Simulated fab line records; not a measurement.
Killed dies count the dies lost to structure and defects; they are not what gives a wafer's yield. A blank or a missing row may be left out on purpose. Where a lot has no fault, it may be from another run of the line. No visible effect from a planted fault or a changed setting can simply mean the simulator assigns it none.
Chamber matching -- flow n5_finfet -- pecvd-04 running N5_GATE_CUT_PECVD_57: 3 sister chambers
The step deposits SiNx from SiH4/NH3/N2, target thk 21 nm. 3 wafers are shown with their chamber, then 10 later ones without.

## EACH WAFER AND ITS CHAMBER
wafer,chamber,throttle_valve_pct (%)
L082.5,0,41.2
L086.2,2,38.1
L086.3,1,40.1

## WAFERS MISSING THEIR CHAMBER
wafer,throttle_valve_pct (%)
L086.6,41.3
L089.2,39.9
L089.4,40.0
L089.5,38.2
L092.2,41.5
L092.3,40.1
L092.4,41.9
L095.1,41.8
L095.3,38.3
L095.4,41.9

## WHICH CHAMBER EACH ONE RAN IN
wafer,from the rows above,in truth
L086.6,0,0
L089.2,1,1
L089.4,1,1
L089.5,2,2
L092.2,0,0
L092.3,1,1
L092.4,0,0
L095.1,0,0
L095.3,2,2
L095.4,0,0
Correct placement for 10 of the 10. Left unplaced by these rows: 0. Number placed wrongly: 0.
How it was worked out, from the rows above alone: a wafer's distance from a chamber is the root of the sum, over the readings, of the square of ((its reading less the chamber's mean) divided by the reading's scatter). The wafer belongs to the nearest chamber; if the next one is less than 2 further off, it can't be placed. The mean given for a chamber averages the wafers shown for that chamber. The scatter: with one shown wafer a chamber, the root of the mean of the squares of how far each hidden wafer lies from its nearest shown one.
